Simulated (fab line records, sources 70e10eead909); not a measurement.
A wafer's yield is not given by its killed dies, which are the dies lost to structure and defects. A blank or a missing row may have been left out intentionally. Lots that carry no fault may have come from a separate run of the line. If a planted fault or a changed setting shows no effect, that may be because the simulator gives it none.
What tool caused it? :: flow nand-harc :: Sampling: 12 lots, 36 wafers, 5 of 1159 route steps

WHAT THE GAUGES READ, wafer by wafer
NHARC_THIN_TSV_CD_MEAS_33 targets a cd of 5000 nm. Usual: cd-nm 4999.3 nm, standard deviation 1.7.
lot: L601
measured: day 19 15:23
on: cd-sem-01
cd-nm (nm): 4997.5 4996.3 4997.8
flag: 

lot: L602
measured: day 19 16:19
on: cd-sem-01
cd-nm (nm): 4997.7 4999.9 4998.7
flag: 

lot: L603
measured: day 19 17:45
on: cd-sem-02
cd-nm (nm): 5001.5 5001.0 4999.6
flag: 

lot: L605
measured: day 20 15:58
on: cd-sem-02
cd-nm (nm): 4999.4 4997.0 4999.5
flag: 

lot: L609
measured: day 21 05:14
on: cd-sem-03
cd-nm (nm): 4999.0 4997.0 5000.1
flag: 

lot: L615
measured: day 22 19:45
on: cd-sem-02
cd-nm (nm): 4999.5 4998.9 5001.6
flag: 

lot: L618
measured: day 23 11:40
on: cd-sem-02
cd-nm (nm): 5001.4 4999.3 4996.9
flag: 

lot: L620
measured: day 23 12:43
on: cd-sem-01
cd-nm (nm): 4999.9 5000.5 5000.2
flag: 

lot: L619
measured: day 23 16:10
on: cd-sem-02
cd-nm (nm): 4996.0 4999.8 5000.1
flag: 

lot: L621
measured: day 24 08:22
on: cd-sem-02
cd-nm (nm): 4997.4 4997.5 4998.6
flag: 

lot: L622
measured: day 24 09:25
on: cd-sem-03
cd-nm (nm): 4999.4 4997.7 5000.6
flag: 

lot: L623
measured: day 24 23:16
on: cd-sem-03
cd-nm (nm): 4997.5 4997.4 5000.4
flag: 

NHARC_END_SORT_01. Usual: defect-limited-yield 95.4 %, standard deviation 1.3; killed-at-array 27, standard deviation 8; killed-at-other 0.8, standard deviation 1.2; killed-at-periphery 3.3, standard deviation 2.3; killed-dies 31, standard deviation 8.8; killed-open 3.2, standard deviation 2.1; killed-short 2.1, standard deviation 1.4; sort_bin_2_pct 1.4 %, standard deviation 0.55; sort_bin_3_pct 0.25 %, standard deviation 0.2; sort_bin_4_pct 2.9 %, standard deviation 0.92; sort-n-pass 646, standard deviation 8.8; sort-rim-yield-pct 95.5 %, standard deviation 2.7; sort-yield-pct 95.4 %, standard deviation 1.3.
lot: L609
measured: day 21 13:59
on: prober-02
defect-limited-yield (%): 97.2 95.4 96.6
killed-at-array: 16 27 21
killed-at-other: 0 0 0
killed-at-periphery: 3 4 2
killed-dies: 19 31 23
killed-open: 3 4 3
killed-short: 2 3 0
sort_bin_2_pct (%): 1.0 2.1 1.3
sort_bin_3_pct (%): 0.15 0 0.15
sort_bin_4_pct (%): 1.6 2.5 1.9
sort-n-pass: 658 646 654
sort-rim-yield-pct (%): 96.2 94.3 96.2
sort-yield-pct (%): 97.2 95.4 96.6
flag: 

lot: L620
measured: day 23 21:58
on: prober-01
defect-limited-yield (%): 95.6 96.5 96.3
killed-at-array: 28 21 23
killed-at-other: 0 0 0
killed-at-periphery: 2 3 2
killed-dies: 30 24 25
killed-open: 1 6 4
killed-short: 3 3 1
sort_bin_2_pct (%): 1.2 0.9 1.6
sort_bin_3_pct (%): 0.15 0.15 0.15
sort_bin_4_pct (%): 3.1 2.5 1.9
sort-n-pass: 647 653 652
sort-rim-yield-pct (%): 97.2 95.3 99.1
sort-yield-pct (%): 95.6 96.5 96.3
flag: 

lot: L621
measured: day 24 17:18
on: prober-01
defect-limited-yield (%): 92.6 90.1 92.0
killed-at-array: 42 60 50
killed-at-other: 0 0 0
killed-at-periphery: 8 7 4
killed-dies: 50 67 54
killed-open: 2 0 2
killed-short: 1 2 3
sort_bin_2_pct (%): 3.1 2.7 2.5
sort_bin_3_pct (%): 0.74 0.44 0.44
sort_bin_4_pct (%): 3.5 6.8 5.0
sort-n-pass: 627 610 623
sort-rim-yield-pct (%): 88.7 92.5 98.1
sort-yield-pct (%): 92.6 90.1 92.0
flag: 

TOOL THAT RAN EACH LOT (tool first, then ch and the chambers of the sampled wafers, then the start)
lot: L601
NHARC_THIN_TSV_STRIP_62: plasma-asher-01 ch 0,1, day 19 12:07
NHARC_THIN_TSV_ETCH_36: rie-metal-01 ch 0,1, day 19 15:56
NHARC_THIN_TSV_STRIP_56: plasma-asher-01 ch 0,1, day 19 16:02

lot: L602
NHARC_THIN_TSV_STRIP_62: plasma-asher-02 ch 0,1, day 19 13:00
NHARC_THIN_TSV_ETCH_36: rie-metal-02 ch 0, day 19 16:52
NHARC_THIN_TSV_STRIP_56: plasma-asher-02 ch 1, day 19 16:59

lot: L603
NHARC_THIN_TSV_STRIP_62: plasma-asher-01 ch 0, day 19 14:14
NHARC_THIN_TSV_ETCH_36: rie-metal-02 ch 0,1, day 19 18:18
NHARC_THIN_TSV_STRIP_56: plasma-asher-02 ch 0,1, day 19 18:31

lot: L605
NHARC_THIN_TSV_STRIP_62: plasma-asher-01 ch 0,1, day 20 12:46
NHARC_THIN_TSV_ETCH_36: rie-metal-02 ch 0,1, day 20 16:31
NHARC_THIN_TSV_STRIP_56: plasma-asher-01 ch 0,1, day 20 16:38

lot: L609
NHARC_THIN_TSV_STRIP_62: plasma-asher-01 ch 0,1, day 21 01:49
NHARC_THIN_TSV_ETCH_36: rie-metal-02 ch 0,1, day 21 05:47
NHARC_THIN_TSV_STRIP_56: plasma-asher-01 ch 0,1, day 21 05:53

lot: L615
NHARC_THIN_TSV_STRIP_62: plasma-asher-02 ch 0,1, day 22 16:15
NHARC_THIN_TSV_ETCH_36: rie-metal-02 ch 0,1, day 22 20:17
NHARC_THIN_TSV_STRIP_56: plasma-asher-02 ch 0,1, day 22 20:23

lot: L618
NHARC_THIN_TSV_STRIP_62: plasma-asher-02 ch 0,1, day 23 08:14
NHARC_THIN_TSV_ETCH_36: rie-metal-03 ch 0,1, day 23 12:14
NHARC_THIN_TSV_STRIP_56: plasma-asher-01 ch 0,1, day 23 12:22

lot: L620
NHARC_THIN_TSV_STRIP_62: plasma-asher-01 ch 0,1, day 23 09:26
NHARC_THIN_TSV_ETCH_36: rie-metal-02 ch 0,1, day 23 13:16
NHARC_THIN_TSV_STRIP_56: plasma-asher-01 ch 0,1, day 23 13:28

lot: L619
NHARC_THIN_TSV_STRIP_62: plasma-asher-01 ch 0,1, day 23 12:57
NHARC_THIN_TSV_ETCH_36: rie-metal-02 ch 0,1, day 23 16:44
NHARC_THIN_TSV_STRIP_56: plasma-asher-01 ch 0,1, day 23 16:50

lot: L621
NHARC_THIN_TSV_STRIP_62: plasma-asher-02 ch 0,1, day 24 05:02
NHARC_THIN_TSV_ETCH_36: rie-metal-01 ch 0,1, day 24 08:55
NHARC_THIN_TSV_STRIP_56: plasma-asher-01 ch 0,1, day 24 09:01

lot: L622
NHARC_THIN_TSV_STRIP_62: plasma-asher-01 ch 0,1, day 24 06:14
NHARC_THIN_TSV_ETCH_36: rie-metal-03 ch 0,1, day 24 09:58
NHARC_THIN_TSV_STRIP_56: plasma-asher-01 ch 0,1, day 24 10:07

lot: L623
NHARC_THIN_TSV_STRIP_62: plasma-asher-01 ch 0, day 24 20:02
NHARC_THIN_TSV_ETCH_36: rie-metal-01 ch 0,1, day 24 23:49
NHARC_THIN_TSV_STRIP_56: plasma-asher-02 ch 1, day 24 23:54
- NHARC_THIN_TSV_STRIP_62: strips in N2/H2, time 20 s.
- NHARC_THIN_TSV_ETCH_36: etches the open film in Cl2/BCl3, target depth 65 nm, time 18.571 s.
- NHARC_THIN_TSV_STRIP_56: strips in O2.

AS READ BY THE TOOLS THEMSELVES (means over the sampled wafers that have a number; for cases with no such wafer, the mark the record gives instead)
NHARC_THIN_TSV_STRIP_62. Usual: drypump-motor-current-A 6.1 A, standard deviation 0.38; heater-power-w 308 W, standard deviation 17.
lot: L601
tool: plasma-asher-01
drypump-motor-current-A (A): 6.3
heater-power-w (W): 315
flag: 

lot: L602
tool: plasma-asher-02
drypump-motor-current-A (A): 5.8
heater-power-w (W): 311
flag: 

lot: L603
tool: plasma-asher-01
drypump-motor-current-A (A): 6.4
heater-power-w (W): 286
flag: 

lot: L605
tool: plasma-asher-01
drypump-motor-current-A (A): 6.3
heater-power-w (W): 306
flag: 

lot: L609
tool: plasma-asher-01
drypump-motor-current-A (A): 6.4
heater-power-w (W): 305
flag: 

lot: L615
tool: plasma-asher-02
drypump-motor-current-A (A): 5.6
heater-power-w (W): 307
flag: 

lot: L618
tool: plasma-asher-02
drypump-motor-current-A (A): 5.8
heater-power-w (W): 311
flag: 

lot: L620
tool: plasma-asher-01
drypump-motor-current-A (A): 6.3
heater-power-w (W): 312
flag: 

lot: L619
tool: plasma-asher-01
drypump-motor-current-A (A): 6.3
heater-power-w (W): 317
flag: 

lot: L621
tool: plasma-asher-02
drypump-motor-current-A (A): 5.6
heater-power-w (W): 293
flag: 

lot: L622
tool: plasma-asher-01
drypump-motor-current-A (A): 6.3
heater-power-w (W): 315
flag: 

lot: L623
tool: plasma-asher-01
drypump-motor-current-A (A): 6.4
heater-power-w (W): 289
flag: 

NHARC_THIN_TSV_ETCH_36. Usual: drypump-motor-current-A 5.6 A, standard deviation 0.37; oes-product-au 0.999 a.u., standard deviation 0.0085.
lot: L601
tool: rie-metal-01
drypump-motor-current-A (A): 5.6
oes-product-au (a.u.): 0.995
flag: 

lot: L602
tool: rie-metal-02
drypump-motor-current-A (A): 4.9
oes-product-au (a.u.): 0.998
flag: 

lot: L603
tool: rie-metal-02
drypump-motor-current-A (A): 5.3
oes-product-au (a.u.): 0.993
flag: 

lot: L605
tool: rie-metal-02
drypump-motor-current-A (A): 5.7
oes-product-au (a.u.): 0.998
flag: 

lot: L609
tool: rie-metal-02
drypump-motor-current-A (A): 5.3
oes-product-au (a.u.): 1.007
flag: 

lot: L615
tool: rie-metal-02
drypump-motor-current-A (A): 5.7
oes-product-au (a.u.): 0.990
flag: 

lot: L618
tool: rie-metal-03
drypump-motor-current-A (A): 5.9
oes-product-au (a.u.): 0.998
flag: 

lot: L620
tool: rie-metal-02
drypump-motor-current-A (A): 5.3
oes-product-au (a.u.): 0.955
flag: OFF

lot: L619
tool: rie-metal-02
drypump-motor-current-A (A): 5.7
oes-product-au (a.u.): 0.951
flag: OFF

lot: L621
tool: rie-metal-01
drypump-motor-current-A (A): 5.6
oes-product-au (a.u.): 0.997
flag: 

lot: L622
tool: rie-metal-03
drypump-motor-current-A (A): 5.9
oes-product-au (a.u.): 0.997
flag: 

lot: L623
tool: rie-metal-01
drypump-motor-current-A (A): 5.6
oes-product-au (a.u.): 0.996
flag: 

NHARC_THIN_TSV_STRIP_56. Usual: drypump-motor-current-A 6.0 A, standard deviation 0.42; heater-power-w 310 W, standard deviation 15.
lot: L601
tool: plasma-asher-01
drypump-motor-current-A (A): 6.3
heater-power-w (W): 305
flag: 

lot: L602
tool: plasma-asher-02
drypump-motor-current-A (A): 5.3
heater-power-w (W): 307
flag: 

lot: L603
tool: plasma-asher-02
drypump-motor-current-A (A): 5.6
heater-power-w (W): 307
flag: 

lot: L605
tool: plasma-asher-01
drypump-motor-current-A (A): 6.3
heater-power-w (W): 315
flag: 

lot: L609
tool: plasma-asher-01
drypump-motor-current-A (A): 6.3
heater-power-w (W): 313
flag: 

lot: L615
tool: plasma-asher-02
drypump-motor-current-A (A): 5.8
heater-power-w (W): 310
flag: 

lot: L618
tool: plasma-asher-01
drypump-motor-current-A (A): 6.3
heater-power-w (W): 317
flag: 

lot: L620
tool: plasma-asher-01
drypump-motor-current-A (A): 6.3
heater-power-w (W): 312
flag: 

lot: L619
tool: plasma-asher-01
drypump-motor-current-A (A): 6.3
heater-power-w (W): 304
flag: 

lot: L621
tool: plasma-asher-01
drypump-motor-current-A (A): 6.3
heater-power-w (W): 299
flag: 

lot: L622
tool: plasma-asher-01
drypump-motor-current-A (A): 6.3
heater-power-w (W): 313
flag: 

lot: L623
tool: plasma-asher-02
drypump-motor-current-A (A): 5.3
heater-power-w (W): 294
flag: 

THE ANSWER, worked out from the rows above alone
Rule: take the mean of a lot's wafers that have a number; if it is more than 3 standard deviations from the usual mean, the lot is off. A lot without any number at a reading at which 4 lots or more have one is off too. All remaining lots with rows at the step are treated as sound. First the gauges in route order, then the tools' own readings, where a lot's mean is used as printed above. The first step at which some lot is off is used, and at that step the reading that is off furthest; a lot without a number counts as furthest.
Off at NHARC_THIN_TSV_ETCH_36 (oes-product-au): L620, L619.
A tool fits if, at that step or a process step before it, it ran every lot that is off, and no sound lot after the first of them. One fits: rie-metal-02 at NHARC_THIN_TSV_ETCH_36. A fault onset in the window from L615 (day 22 20:17, its last sound lot) to L620 (day 23 13:16, its first lot off) fits.
The tool's own readings at NHARC_THIN_TSV_ETCH_36 bear it out: on the lots that are off they differ by more than 5 times the standard deviation of the sound lots' means. oes-product-au reads 0.953 a.u. there against 0.997 a.u. on the sound lots.

WHAT WAS PUT IN BY THE SIMULATOR
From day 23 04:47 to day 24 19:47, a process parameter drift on rie-metal-02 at NHARC_THIN_TSV_ETCH_36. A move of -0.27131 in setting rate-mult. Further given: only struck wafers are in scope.
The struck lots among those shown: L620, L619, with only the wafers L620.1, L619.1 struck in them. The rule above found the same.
